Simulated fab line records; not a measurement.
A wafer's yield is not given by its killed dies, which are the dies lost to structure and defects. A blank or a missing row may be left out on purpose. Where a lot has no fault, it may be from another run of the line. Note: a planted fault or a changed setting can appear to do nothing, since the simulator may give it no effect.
Which tool was responsible? -- flow n5 finfet -- Sampling: 9 lots, 27 wafers, 5 of 1938 route steps

WHAT THE GAUGES READ, wafer by wafer
N5_FIN_SAQP_CD_MEAS_37: target cd 8 nm. Usual: 8.12 nm for cd nm, sd 0.24.
lot,measured,on,cd nm (nm),flag
L333,day 2 08:16,cd sem-01,8.53 8.25 7.73,
L334,day 2 14:02,cd sem-02,8.18 8.11 8.45,
L336,day 3 02:48,cd sem-02,7.88 7.91 8.00,
L343,day 4 22:30,cd sem-03,7.98 7.98 7.84,
L345,day 5 10:42,cd sem-02,7.99 7.63 7.77,
L347,day 5 20:55,cd sem-01,8.07 8.12 8.20,
L348,day 6 02:20,cd sem-03,8.28 8.13 8.13,
L350,day 6 14:52,cd sem-02,8.16 8.05 8.12,
L353,day 7 07:55,cd sem-03,8.15 8.02 8.07,

N5_FIN_CUT_OVL_MEAS_09. Usual: FIN_CUT_OVL gives -0.7 nm (standard deviation 0.65).
lot,measured,on,FIN_CUT_OVL (nm),flag
L333,day 2 08:44,overlay-01,-0.5 -1.1 -0.8,
L334,day 2 14:30,overlay-02,0.1 0.1 0.4,
L336,day 3 03:23,overlay-02,0.4 -0.7 -0.8,
L343,day 4 22:58,overlay-02,-0.4 -0.1 -0.7,
L345,day 5 11:10,overlay-02,0.4 -0.1 -0.1,
L347,day 5 21:23,overlay-01,0.0 -1.0 -0.8,
L348,day 6 02:48,overlay-02,-1.1 -0.7 -0.1,
L350,day 6 15:20,overlay-02,-0.9 -0.8 -0.9,
L353,day 7 08:23,overlay-02,-0.4 -0.9 -0.4,

N5_BEOL_M4_RC_MEAS_101. Usual: DIBL_N 36.3 mV/V, standard deviation 1.1; DIBL_P 36.3 mV/V, standard deviation 1.4; IOFF_N 0.155 nA/um, standard deviation 0.019; IOFF_P 0.211 nA/um, standard deviation 0.027; ION_N 672 uA/um, standard deviation 8.5; ION_P 462 uA/um, standard deviation 5.8; SS_N 71.5 mV/dec, standard deviation 0.56; SS_P 73.3 mV/dec, standard deviation 0.52; VT_N 249.9 mV, standard deviation 2.5; VT_P -249.8 mV, standard deviation 2.8.
lot,measured,on,DIBL_N (mV/V),DIBL_P (mV/V),IOFF_N (nA/um),IOFF_P (nA/um),ION_N (uA/um),ION_P (uA/um),SS_N (mV/dec),SS_P (mV/dec),VT_N (mV),VT_P (mV),flag
L333,day 9 18:11,prober-01,37.5 37.8 35.0,38.2 39.5 35.7,0.185 0.200 0.143,0.238 0.248 0.190,676 675 670,460 459 463,71.3 73.1 71.3,74.3 74.2 73.0,247.9 245.3 250.0,-248.6 -248.1 -251.1,
L334,day 10 12:52,prober-01,35.6 34.9 35.7,36.9 35.4 35.9,0.152 0.134 0.153,0.178 0.170 0.178,669 670 671,451 456 455,71.1 71.3 72.0,73.6 73.3 73.3,248.7 249.2 251.5,-253.7 -252.4 -253.4,
L336,day 10 22:22,prober-01,37.2 36.5 35.9,37.1 36.6 35.2,0.172 0.161 0.140,0.244 0.243 0.227,676 672 669,472 467 469,71.9 71.8 71.0,73.9 73.0 72.7,248.4 247.0 252.1,-244.4 -247.3 -248.4,
L343,day 14 12:06,prober-01,37.2 38.5 36.4,36.9 38.1 36.1,0.151 0.178 0.139,0.183 0.206 0.181,670 664 658,455 452 447,71.2 72.3 71.2,73.8 73.0 73.0,251.3 250.4 253.2,-253.2 -249.8 -252.0,
L345,day 15 10:38,prober-01,36.8 34.9 37.2,37.0 35.0 37.4,0.144 0.116 0.153,0.238 0.204 0.250,663 650 665,460 455 460,72.3 71.6 72.1,73.7 72.6 73.7,251.8 257.1 251.9,-247.6 -250.4 -248.8,
L347,day 17 07:19,prober-01,35.9 34.9 35.3,36.9 36.0 36.3,0.156 0.146 0.161,0.221 0.203 0.217,670 679 665,460 467 463,70.8 71.2 71.5,73.5 73.0 72.8,250.6 247.6 248.6,-248.0 -249.4 -246.2,
L348,day 15 15:35,prober-01,35.4 35.7 34.8,36.2 37.6 35.6,0.143 0.146 0.134,0.196 0.219 0.186,665 669 658,461 463 454,71.9 71.4 72.3,73.2 73.5 73.0,253.8 252.3 252.1,-252.5 -248.9 -251.9,
L350,day 17 01:21,prober-02,38.3 37.5 36.9,37.3 35.8 35.6,0.176 0.154 0.149,0.236 0.206 0.204,677 680 669,462 465 457,71.2 71.6 71.5,73.9 73.1 73.6,245.9 252.5 250.5,-248.3 -249.6 -249.6,
L353,day 16 08:40,prober-01,34.9 34.3 34.9,37.6 36.8 36.6,0.168 0.150 0.157,0.241 0.235 0.232,668 673 665,470 472 465,70.4 71.7 71.8,73.3 73.1 72.6,247.3 249.5 251.7,-247.3 -244.4 -248.7,

TOOL THAT RAN EACH LOT (tool first, then ch and the chambers of the sampled wafers, then the start)
lot,N5_FIN_CUT_STRIP_24,N5_FIN_CUT_CUT_ETCH_26
L333,"rie diel-01 ch 0,1,2, day 2 09:18","rie diel-01 ch 0,1,2, day 2 09:19"
L334,"rie diel-06 ch 2,3, day 2 14:59","rie diel-06 ch 2,3, day 2 15:01"
L336,"rie diel-06 ch 1,2,3, day 3 03:53","rie diel-06 ch 1,2,3, day 3 03:55"
L343,"rie diel-03 ch 0,2,3, day 4 23:29","rie diel-03 ch 0,2,3, day 4 23:30"
L345,"rie diel-06 ch 1,2,3, day 5 11:50","rie diel-06 ch 1,2,3, day 5 11:51"
L347,"rie diel-06 ch 0,2,3, day 5 21:53","rie diel-06 ch 0,2,3, day 5 21:55"
L348,"rie diel-03 ch 1,2, day 6 03:28","rie diel-03 ch 1,2, day 6 03:29"
L350,"rie diel-03 ch 2,3, day 6 15:55","rie diel-03 ch 2,3, day 6 15:56"
L353,"rie diel-01 ch 0,3, day 7 08:52","rie diel-01 ch 0,3, day 7 08:53"
- N5_FIN_CUT_STRIP_24: strips in CF4.
- N5_FIN_CUT_CUT_ETCH_26: etches SiNx in CH3F/O2, target depth 39 nm, time 55.7 s.

WHAT THE TOOLS THEMSELVES READ (means of the sampled wafers that have a number; where no wafer has one, the mark that the record gives instead)
N5_FIN_CUT_STRIP_24. Usual: chamber pressure mTorr 50.00 mTorr, standard deviation 0.045; drypump motor current A 5.8 A, standard deviation 0.36; oes product au 0.80 a.u., standard deviation 0.085; rf vpp V 271.2 V, standard deviation 1.4; showerhead plenum p Torr 1.79 Torr, standard deviation 0.052; throttle valve pct 13.58 %, standard deviation 0.21.
lot,tool,chamber pressure mTorr (mTorr),drypump motor current A (A),oes product au (a.u.),rf vpp V (V),showerhead plenum p Torr (Torr),throttle valve pct (%),flag
L333,rie diel-01,50.01,5.6,0.77,270.5,1.78,13.77,
L334,rie diel-06,50.02,5.6,0.80,270.7,1.78,13.39,
L336,rie diel-06,50.02,5.9,0.74,270.7,1.77,13.62,
L343,rie diel-03,49.98,6.0,0.87,271.1,1.78,13.43,
L345,rie diel-06,50.02,5.9,0.72,270.9,1.76,13.65,
L347,rie diel-06,50.02,5.9,0.76,271.3,1.79,13.47,
L348,rie diel-03,50.03,5.4,0.75,272.9,1.84,13.48,
L350,rie diel-03,49.99,6.1,0.83,270.7,1.77,13.40,
L353,rie diel-01,50.04,5.6,0.93,271.6,1.79,13.39,

N5_FIN_CUT_CUT_ETCH_26. Usual: chamber pressure mTorr 30.00 mTorr, standard deviation 0.03; drypump motor current A 5.8 A, standard deviation 0.36; oes_ar_750_au 0.81 a.u., standard deviation 0.088; oes_f_703_au 0.81 a.u., standard deviation 0.09; oes product au 0.81 a.u., standard deviation 0.091; rf fwd power W 391.0 W, standard deviation 1.6; rf vpp V 296 V, standard deviation 3.3; showerhead plenum p Torr 2.00 Torr, standard deviation 0.06; throttle valve pct 16.36 %, standard deviation 0.2.
lot,tool,chamber pressure mTorr (mTorr),drypump motor current A (A),oes_ar_750_au (a.u.),oes_f_703_au (a.u.),oes product au (a.u.),rf fwd power W (W),rf vpp V (V),showerhead plenum p Torr (Torr),throttle valve pct (%),flag
L333,rie diel-01,30.00,5.6,0.78,0.77,0.78,390.9,296,1.98,16.56,
L334,rie diel-06,30.03,5.6,0.81,0.81,0.81,388.8,296,1.99,16.21,
L336,rie diel-06,30.01,5.9,0.76,0.76,0.74,389.6,293,1.97,16.39,
L343,rie diel-03,29.99,6.0,0.89,0.89,0.88,392.4,297,1.98,16.23,
L345,rie diel-06,30.02,5.9,0.63,0.52,0.69,295.7,334,1.97,16.43,OFF
L347,rie diel-06,30.02,5.9,0.66,0.55,0.72,295.5,337,2.01,16.26,OFF
L348,rie diel-03,30.01,5.4,0.77,0.77,0.76,389.6,299,2.06,16.22,
L350,rie diel-03,30.02,6.1,0.84,0.84,0.84,390.7,294,1.97,16.17,
L353,rie diel-01,30.04,5.6,0.94,0.95,0.95,391.4,293,1.99,16.23,

THE ANSWER, worked out from the rows above alone
Rule: a lot is off if the mean of its wafers that have a number lies more than 3 standard deviations from the usual mean. A lot without any number at a reading at which 4 lots or more have one is off too. All remaining lots with rows at the step are treated as sound. After the gauges, taken in route order, come the tools' own readings; for these a lot's mean is taken, as printed above. The first step at which some lot is off is used, and at that step the reading that is off furthest; a lot without a number counts as furthest.
Off at N5_FIN_CUT_CUT_ETCH_26 (rf fwd power W): L345, L347.
If a tool, at that step or one of the process steps before it, ran each lot that is off and ran no sound lot following the first of them, it fits. One candidate fits, namely rie diel-06 at N5_FIN_CUT_STRIP_24 and N5_FIN_CUT_CUT_ETCH_26. At N5_FIN_CUT_STRIP_24 its last sound lot is L336 (day 3 03:53), its first lot that is off L345 (day 5 11:50): a fault that began between those two fits.

WHAT THE SIMULATOR HAD INSERTED
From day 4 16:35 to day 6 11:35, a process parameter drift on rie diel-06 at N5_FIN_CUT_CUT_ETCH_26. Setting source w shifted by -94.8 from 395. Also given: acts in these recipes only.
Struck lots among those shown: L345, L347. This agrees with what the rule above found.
